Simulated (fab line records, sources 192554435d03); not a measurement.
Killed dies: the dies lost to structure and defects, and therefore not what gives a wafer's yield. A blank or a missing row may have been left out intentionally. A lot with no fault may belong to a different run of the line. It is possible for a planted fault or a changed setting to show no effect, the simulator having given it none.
A single fault, viewed from 3 desks :: flow n5 finfet :: numbers are kept per desk, each desk with only its own; the story behind them comes last

## FROM THE METROLOGY DESK
What the gauges read for every lot (on any tool): the sampled wafers with a number, averaged. Marked OUT: a lot whose mean sits more than 4 standard deviations from the usual mean, which makes it out of limits; the brackets give that distance. Of its 11 readings 7 are shown: those that lie furthest out on some lot.
Columns: A = DIBL_N at N5_BEOL_M4_RC_MEAS_101, usual 36.0 mV/V; B = DIBL_P at N5_BEOL_M4_RC_MEAS_101, usual 36.2 mV/V; C = IOFF_N at N5_BEOL_M4_RC_MEAS_101, usual 0.16 nA/um; D = ION_N at N5_BEOL_M4_RC_MEAS_101, usual 671 uA/um; E = SS_N at N5_BEOL_M4_RC_MEAS_101, usual 71.5 mV/dec; F = VT_N at N5_BEOL_M4_RC_MEAS_101, usual 251 mV; G = VT_P at N5_BEOL_M4_RC_MEAS_101, usual -250 mV
lot: L273
first seen here: day 5 20:16
A: 35.1
B: 34.3
C: 0.14
D: 664
E: 71.3
F: 252
G: -246

lot: L275
first seen here: day 6 11:51
A: 37.0
B: 36.7
C: 0.19
D: 677
E: 72.1
F: 248
G: -247

lot: L277
first seen here: day 7 01:40
A: 38.0
B: 39.1
C: 0.19
D: 681
E: 72.5
F: 249
G: -250

lot: L279
first seen here: day 7 08:56
A: 35.3
B: 35.2
C: 0.13
D: 667
E: 71.2
F: 254
G: -252

lot: L281
first seen here: day 8 00:08
A: 35.7
B: 34.8
C: 0.13
D: 658
E: 71.4
F: 255
G: -257

lot: L285
first seen here: day 9 01:31
A: 39.2
B: 38.0
C: 0.19
D: 680
E: 72.0
F: 247
G: -248

lot: L286
first seen here: day 9 07:24
A: 36.2
B: 36.9
C: 0.16
D: 672
E: 71.9
F: 252
G: -248

lot: L287
first seen here: day 9 17:29
A: 37.4
B: 38.5
C: 0.17
D: 677
E: 71.5
F: 251
G: -249

lot: L291
first seen here: day 10 08:18
A: 35.4
B: 36.9
C: 0.17
D: 669
E: 71.4
F: 250
G: -246

lot: L292
first seen here: day 10 16:08
A: 33.6
B: 32.9
C: 0.11
D: 655
E: 70.9
F: 256
G: -253
Finding of this desk: none of the 10 lots has anything out of limits.

## THE DEFECT DESK
Inspection counts along the route, by lot: the mean over sampled wafers that carry a number. Marked OUT: a lot whose mean sits more than 4 standard deviations from the usual mean, which makes it out of limits; the brackets give that distance.
Columns: A = raw defect count at N5_BEOL_M0_INSPECT_127, usual 65
lot: L273
first seen here: day 5 23:14
A: 59

lot: L275
first seen here: day 6 14:23
A: 68

lot: L277
first seen here: day 7 04:37
A: 99

lot: L279
first seen here: day 7 12:31
A: 52

lot: L281
first seen here: day 8 04:40
A: 61

lot: L285
first seen here: day 9 04:38
A: 75

lot: L286
first seen here: day 9 10:17
A: 48

lot: L287
first seen here: day 9 21:25
A: 312 (+12) OUT

lot: L291
first seen here: day 10 13:55
A: 314 (+12) OUT

lot: L292
first seen here: day 10 21:02
A: 298 (+12) OUT
This desk's verdict: out of limits on L287, L291, L292, starting with L287 at day 9 21:25 (raw defect count at N5_BEOL_M0_INSPECT_127). L273, L275, L277, L279, L281, L285, L286 stayed within limits.

## FOR THE TOOL OWNER'S DESK: cmp-01
The tool's own readings at N5_BEOL_M0_CMP_120 (polishes, stops on SiOC, t overpolish 6.9 s): means of the sampled wafers that have a number, for each lot that ran on this tool. Marked OUT: a lot whose mean sits more than 4 standard deviations from the usual mean, which makes it out of limits; the brackets give that distance.
Columns: A = barrier field endpoint s at N5_BEOL_M0_CMP_120, usual 3.58 s; B = motor current A at N5_BEOL_M0_CMP_120, usual 5.9 A; C = overpolish run s at N5_BEOL_M0_CMP_120, usual 6.902 s; D = slurry filter dp kPa at N5_BEOL_M0_CMP_120, usual 13.50 kPa; E = time to endpoint s at N5_BEOL_M0_CMP_120, usual 61 s
lot: L277
first seen here: day 7 04:04
A: 3.79
B: 5.5
C: 6.901
D: 13.55
E: 70

lot: L285
first seen here: day 9 04:04
A: 3.58
B: 5.5
C: 6.902
D: 13.43
E: 61

lot: L286
first seen here: day 9 09:41
A: 3.67
B: 5.5
C: 6.897
D: 13.38
E: 63

lot: L287
first seen here: day 9 20:49
A: 3.51
B: 5.3
C: 6.900
D: 13.50
E: 57

lot: L291
first seen here: day 10 13:20
A: 3.43
B: 5.5
C: 6.915
D: 13.50
E: 59

lot: L292
first seen here: day 10 20:13
A: 3.41
B: 5.8
C: 6.902
D: 13.30
E: 58
Finding of this desk: none of the 6 lots has anything out of limits.

## ALL TOGETHER
The defect desk could have raised an alarm at day 9 21:25, on L287, L291, L292.
From the metrology desk's view, nothing was out of limits.
The tool owner's desk saw nothing out of limits.
The metrology desk holds a record of L287, L291, L292, inside its limits.
On record at the tool owner's desk: L287, L291, L292, within its limits.
Of the lots named, all ran N5_BEOL_M0_CMP_120 on cmp-01.

## WHAT THE SIMULATOR PUT IN
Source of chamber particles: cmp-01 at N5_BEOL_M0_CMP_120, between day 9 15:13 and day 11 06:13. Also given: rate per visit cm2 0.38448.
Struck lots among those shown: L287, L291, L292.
Hours from the fault's start to each desk's first reading out of limits: the defect desk, 6.
